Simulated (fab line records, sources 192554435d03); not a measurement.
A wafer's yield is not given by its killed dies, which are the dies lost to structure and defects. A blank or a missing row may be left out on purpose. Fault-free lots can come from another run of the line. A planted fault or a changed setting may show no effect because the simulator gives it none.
Chamber matching | flow n5Finfet | N5_MOL_CONTACT_COAG_ALD_133 on aldSin-03: 4 sister chambers
The step deposits SiO2, target thk 5 nm, pulse time 1 s, co reactant pulse time 1 s. 8 wafers are shown with their chamber, then 12 later ones without.

WAFERS, EACH WITH ITS CHAMBER
wafer  | chamber | heaterPowerW (W) | precursorPulseHeightRel
L086.4 | 3       | 73               | 1.046
L087.2 | 3       | 74               | 1.000
L088.2 | 2       | 90               | 0.985
L088.5 | 0       | 67               | 0.995
L088.6 | 1       | 84               | 0.982
L089.2 | 0       | 67               | 0.995
L089.3 | 2       | 89               | 0.991
L089.6 | 1       | 83               | 1.006

WAFERS WITH NO CHAMBER GIVEN
wafer  | heaterPowerW (W) | precursorPulseHeightRel
L090.1 | 73               | 1.003
L090.2 | 69               | 0.999
L090.3 | 88               | 0.999
L093.1 | 69               | 0.986
L093.3 | 82               | 0.996
L093.5 | 67               | 0.998
L094.1 | 73               | 0.965
L094.2 | 83               | 1.010
L094.5 | 82               | 1.032
L097.2 | 73               | 0.959
L097.3 | 89               | 1.047
L097.6 | 74               | 0.998

CHAMBER TAKEN BY EACH
wafer  | from the rows above | in truth
L090.1 | 3                   | 3
L090.2 | 0                   | 0
L090.3 | 2                   | 2
L093.1 | 0                   | 0
L093.3 | 1                   | 1
L093.5 | 0                   | 0
L094.1 | 3                   | 3
L094.2 | 1                   | 1
L094.5 | 1                   | 1
L097.2 | 3                   | 3
L097.3 | 2                   | 2
L097.6 | 3                   | 3
12 of 12 placed correctly. From these rows, 0 cannot be placed. Wrongly placed: 0.
How it was worked out, from the rows above alone: a wafer's distance from a chamber is the root of the sum, over the readings, of the square of ((its reading less the chamber's mean) divided by the reading's scatter). The wafer belongs to the nearest chamber; if the next one is less than 2 further off, it can't be placed. For every chamber, the mean is computed from those of its wafers that are shown. The scatter: take each reading less its chamber's mean, square it, sum over the shown wafers, divide by the number of wafers less the number of chambers, and take the root.
